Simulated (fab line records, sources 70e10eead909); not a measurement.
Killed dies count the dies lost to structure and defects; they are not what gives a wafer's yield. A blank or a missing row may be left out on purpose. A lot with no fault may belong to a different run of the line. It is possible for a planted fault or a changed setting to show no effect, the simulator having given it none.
Shared-tool check | flow nand harc | 12 lots and 36 wafers in the sample

## REASON IT WAS OPENED
Flagged at NHARC_P_GATE_INSPECT_28: reading raw defect count, on 2 of 12 lots. Wafers without a fault read 5.7, standard deviation 2.8.
Rule: a lot is flagged in two cases, either no wafer of it has a number, or all its wafers with numbers fall more than 4 standard deviations from that mean. The other lots count as sound.

lot  | measured     | on                | raw defect count, wafer by wafer | flag
L982 | day 5 00:38  | defect inspect-02 | 5 7 8                            |
L984 | day 6 01:08  | defect inspect-01 | 8 4 6                            |
L987 | day 7 01:20  | defect inspect-01 | 4 5 5                            |
L988 | day 7 12:49  | defect inspect-02 | 7 3 7                            |
L989 | day 7 17:35  | defect inspect-02 | 6 6 5                            |
L990 | day 8 05:33  | defect inspect-02 | 3 5 9                            |
L994 | day 10 01:47 | defect inspect-02 | 1 8 12                           |
L997 | day 11 04:39 | defect inspect-02 | 774 710 767                      | FLAGGED
L998 | day 11 21:19 | defect inspect-02 | 735 733 678                      | FLAGGED
L999 | day 12 06:43 | defect inspect-01 | 7 8 13                           |
L100 | day 12 08:53 | defect inspect-01 | 5 13 6                           |
L105 | day 14 20:47 | defect inspect-01 | 11 1 7                           |
Averaged over the flagged lots the numbers come to 732.8, +727.1 from the usual (+99 or more standard deviations).

## LOT BY LOT: THE TOOL USED
3 process steps preceding the reading are held in the record, out of 1302 steps in the route. Read each cell as the tool, then ch plus the chambers that the sampled wafers visited, then the start.
lot  | flag    | NHARC_P_STI_ETCH_31                           | NHARC_P_GATE_HM_DEP_102       | NHARC_P_GATE_DEP_103
L982 |         | rie diel-06 ch 0,2,3, day 4 23:16 or earlier  | acl dep-02 ch 0, day 4 23:16  | pecvd-02 ch 0,1,2, day 4 23:50
L984 |         | rie diel-04 ch 1,3, day 5 23:46 or earlier    | acl dep-02 ch 0, day 5 23:46  | pecvd-04 ch 0,2, day 6 00:21
L987 |         | rie diel-06 ch 0,2,3, day 6 23:49 or earlier  | acl dep-03 ch 0, day 6 23:49  | pecvd-01 ch 0,2, day 7 00:32
L988 |         | rie diel-07 ch 1,2,3, day 7 11:40 or earlier  | acl dep-02 ch 0, day 7 11:40  | pecvd-04 ch 0,1,2, day 7 12:11
L989 |         | rie diel-06 ch 2,3, day 7 16:15 or earlier    | acl dep-02 ch 0, day 7 16:15  | pecvd-02 ch 0,1,2, day 7 16:55
L990 |         | rie diel-06 ch 0,1,2, day 8 04:11 or earlier  | acl dep-01 ch 0, day 8 04:11  | pecvd-04 ch 1,2, day 8 04:45
L994 |         | rie diel-06 ch 1,2,3, day 10 00:46 or earlier | acl dep-02 ch 0, day 10 00:46 | pecvd-02 ch 0,1,2, day 10 01:11
L997 | FLAGGED | rie diel-04 ch 0,1,3, day 11 03:25 or earlier | acl dep-03 ch 0, day 11 03:25 | pecvd-02 ch 0,2, day 11 04:00
L998 | FLAGGED | rie diel-06 ch 2,3, day 11 19:51 or earlier   | acl dep-02 ch 0, day 11 19:51 | pecvd-02 ch 0,1, day 11 20:31
L999 |         | rie diel-04 ch 0,3, day 12 05:15 or earlier   | acl dep-03 ch 0, day 12 05:15 | pecvd-01 ch 1,2, day 12 05:55
L100 |         | rie diel-06 ch 0,2,3, day 12 07:08 or earlier | acl dep-01 ch 0, day 12 07:08 | pecvd-01 ch 0,1,2, day 12 08:07
L105 |         | rie diel-06 ch 1,2, day 14 19:31 or earlier   | acl dep-03 ch 0, day 14 19:31 | pecvd-04 ch 0,1, day 14 20:02
What the steps here do:
- NHARC_P_STI_ETCH_31: etches the open film in CF4/CHF3, target depth 108.9 nm, time 54.5 s.
- NHARC_P_GATE_HM_DEP_102: deposits aC, target thk 120 nm.
- NHARC_P_GATE_DEP_103: deposits SiON, target thk 30 nm.
- NHARC_P_GATE_INSPECT_28

## FLAGGED AGAINST TOTAL, ONE TOOL AT A TIME (gauges that did the reading follow at the end)
step                    | tool              | lots run | flagged | share of the flagged lots | sound lots run after its first flagged lot
NHARC_P_STI_ETCH_31     | rie diel-04       | 3        | 1       | some                      | 1 (L999)
NHARC_P_STI_ETCH_31     | rie diel-06       | 8        | 1       | some                      | 2 (L100,L105)
NHARC_P_STI_ETCH_31     | rie diel-07       | 1        | 0       | none                      | -
NHARC_P_GATE_HM_DEP_102 | acl dep-01        | 2        | 0       | none                      | -
NHARC_P_GATE_HM_DEP_102 | acl dep-02        | 6        | 1       | some                      | 0
NHARC_P_GATE_HM_DEP_102 | acl dep-03        | 4        | 1       | some                      | 2 (L999,L105)
NHARC_P_GATE_DEP_103    | pecvd-01          | 3        | 0       | none                      | -
NHARC_P_GATE_DEP_103    | pecvd-02          | 5        | 2       | all                       | 0
NHARC_P_GATE_DEP_103    | pecvd-04          | 4        | 0       | none                      | -
NHARC_P_GATE_INSPECT_28 | defect inspect-01 | 5        | 0       | none                      | -
NHARC_P_GATE_INSPECT_28 | defect inspect-02 | 7        | 2       | all                       | 0
NHARC_P_STI_ETCH_31 gives no start for some lots, so the hours and the order of its lots are those of NHARC_P_GATE_HM_DEP_102.

## WHAT THE TABLE PERMITS
Table rows that saw every flagged lot: 2, namely pecvd-02 at NHARC_P_GATE_DEP_103 and defect inspect-02 at NHARC_P_GATE_INSPECT_28.
- pecvd-02 at NHARC_P_GATE_DEP_103 ran 5 lots, 2 of them flagged. Last sound lot L994 at day 10 01:11, first flagged lot L997 at day 11 04:00; a fault beginning in between fits.
- defect inspect-02 at NHARC_P_GATE_INSPECT_28 ran 7 lots, 2 of them flagged. Last sound lot L994 at day 10 01:47, first flagged lot L997 at day 11 04:39; a fault beginning in between fits.
These 2 tools cannot be told apart by counting lots, since each of them fits a fault that started at some hour. More lots, or a look at what each step does to the wafer, might.

## WHAT THE SIMULATOR PUT IN
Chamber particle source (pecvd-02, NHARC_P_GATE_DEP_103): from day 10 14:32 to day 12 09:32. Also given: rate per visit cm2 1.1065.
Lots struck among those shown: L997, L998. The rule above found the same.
